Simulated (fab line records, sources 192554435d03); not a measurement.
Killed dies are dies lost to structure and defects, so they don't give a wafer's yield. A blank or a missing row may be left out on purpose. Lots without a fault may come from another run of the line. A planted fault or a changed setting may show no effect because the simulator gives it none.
Which tool did it? | flow n5_finfet | 9 lots, 27 wafers sampled, at 3 steps of a route of 1938

WHAT THE GAUGES READ, wafer by wafer
N5_BEOL_M15_CD_MEAS_10: target cd 360 nm. Usual: cd_nm 360.4 nm, standard deviation 1.9.
lot  | measured     | on        | cd_nm (nm)        | flag
L623 | day 11 06:01 | cd_sem-02 | 360.8 361.5 362.9 |
L624 | day 11 16:11 | cd_sem-03 | 362.4 361.6 362.6 |
L625 | day 12 04:23 | cd_sem-03 | 363.0 359.3 360.7 |
L626 | day 12 07:55 | cd_sem-03 | 360.9 356.0 360.0 |
L628 | day 12 16:19 | cd_sem-02 | 347.7 346.4 346.1 | OFF
L632 | day 13 10:26 | cd_sem-02 | 352.6 353.2 352.4 | OFF
L633 | day 14 08:48 | cd_sem-02 | 350.7 351.1 352.5 | OFF
L636 | day 14 18:29 | cd_sem-02 | 360.4 360.5 361.3 |
L641 | day 16 09:47 | cd_sem-01 | 358.8 362.4 360.4 |

WHICH TOOL RAN EACH LOT (tool, then ch and the chambers of the sampled wafers, then the start)
lot  | N5_BEOL_M14_DEGAS_41         | N5_BEOL_M15_EXPOSE_07
L623 | pvd_sputter-02, day 11 03:50 | krf_scanner-01 ch 0, day 11 05:52
L624 | pvd_sputter-03, day 11 14:18 | krf_scanner-01 ch 0, day 11 16:01
L625 | pvd_sputter-01, day 12 01:51 | krf_scanner-01 ch 0, day 12 04:13
L626 | pvd_sputter-02, day 12 06:01 | krf_scanner-01 ch 0, day 12 07:44
L628 | pvd_sputter-01, day 12 14:17 | krf_scanner-01 ch 0, day 12 16:10
L632 | pvd_sputter-03, day 13 08:18 | krf_scanner-01 ch 0, day 13 10:16
L633 | pvd_sputter-01, day 14 06:36 | krf_scanner-01 ch 0, day 14 08:38
L636 | pvd_sputter-02, day 14 16:37 | krf_scanner-02 ch 0, day 14 18:19
L641 | pvd_sputter-03, day 16 07:46 | krf_scanner-02 ch 0, day 16 09:37
- N5_BEOL_M14_DEGAS_41: time 60 s.
- N5_BEOL_M15_EXPOSE_07: exposes mask V14.

WHAT THE TOOLS THEMSELVES READ (means of the sampled wafers that have a number; where no wafer has one, the mark that the record gives instead)
N5_BEOL_M14_DEGAS_41. Usual: heater_power_w 467 W, standard deviation 67.
lot  | tool           | heater_power_w (W) | flag
L623 | pvd_sputter-02 | 422                |
L624 | pvd_sputter-03 | 451                |
L625 | pvd_sputter-01 | 462                |
L626 | pvd_sputter-02 | 508                |
L628 | pvd_sputter-01 | 481                |
L632 | pvd_sputter-03 | 442                |
L633 | pvd_sputter-01 | 426                |
L636 | pvd_sputter-02 | 559                |
L641 | pvd_sputter-03 | 447                |

N5_BEOL_M15_EXPOSE_07. Usual: exposure_dose_mJ_cm2 41.47, standard deviation 0.26.
lot  | tool           | exposure_dose_mJ_cm2 | flag
L623 | krf_scanner-01 | 41.23                |
L624 | krf_scanner-01 | 41.22                |
L625 | krf_scanner-01 | 41.21                |
L626 | krf_scanner-01 | 41.25                |
L628 | krf_scanner-01 | 38.04                | OFF
L632 | krf_scanner-01 | 39.23                | OFF
L633 | krf_scanner-01 | 39.69                | OFF
L636 | krf_scanner-02 | 41.17                |
L641 | krf_scanner-02 | 41.22                |

THE ANSWER, worked out from the rows above alone
Rule: a lot is off if the mean of its wafers that have a number lies more than 3 standard deviations from the usual mean. A lot without any number at a reading at which 4 lots or more have one is off too. The other lots that the step has rows for count as sound. The gauges are gone through in route order, then the tools' own readings, and for those a lot's mean is taken as printed above. The first step at which some lot is off is used, and at that step the reading that is off furthest; a lot without a number counts as furthest.
Off: L628, L632, L633, at N5_BEOL_M15_CD_MEAS_10 (cd_nm).
A tool fits if, at a process step before that reading, it ran every lot that is off, and no sound lot after the first of them. The gauges at N5_BEOL_M15_CD_MEAS_10 aren't tried: what is off there is off at N5_BEOL_M15_EXPOSE_07 too, on other tools, and a gauge's error can't cause that. One fits: krf_scanner-01 at N5_BEOL_M15_EXPOSE_07. Its last sound lot is L626 (day 12 07:44), its first lot that is off L628 (day 12 16:10): a fault that began between those two fits.
The tool's own readings at N5_BEOL_M15_EXPOSE_07 bear it out: on the lots that are off they differ by more than 5 times the standard deviation of the sound lots' means. exposure_dose_mJ_cm2 reads 38.99 there against 41.22 on the sound lots.

WHAT THE SIMULATOR HAD PUT IN
Process parameter drift: krf_scanner-01, from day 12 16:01 on, at N5_BEOL_M15_EXPOSE_07. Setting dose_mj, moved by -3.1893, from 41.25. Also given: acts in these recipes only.
Lots struck among those shown: L628, L632, L633. The rule above found the same.
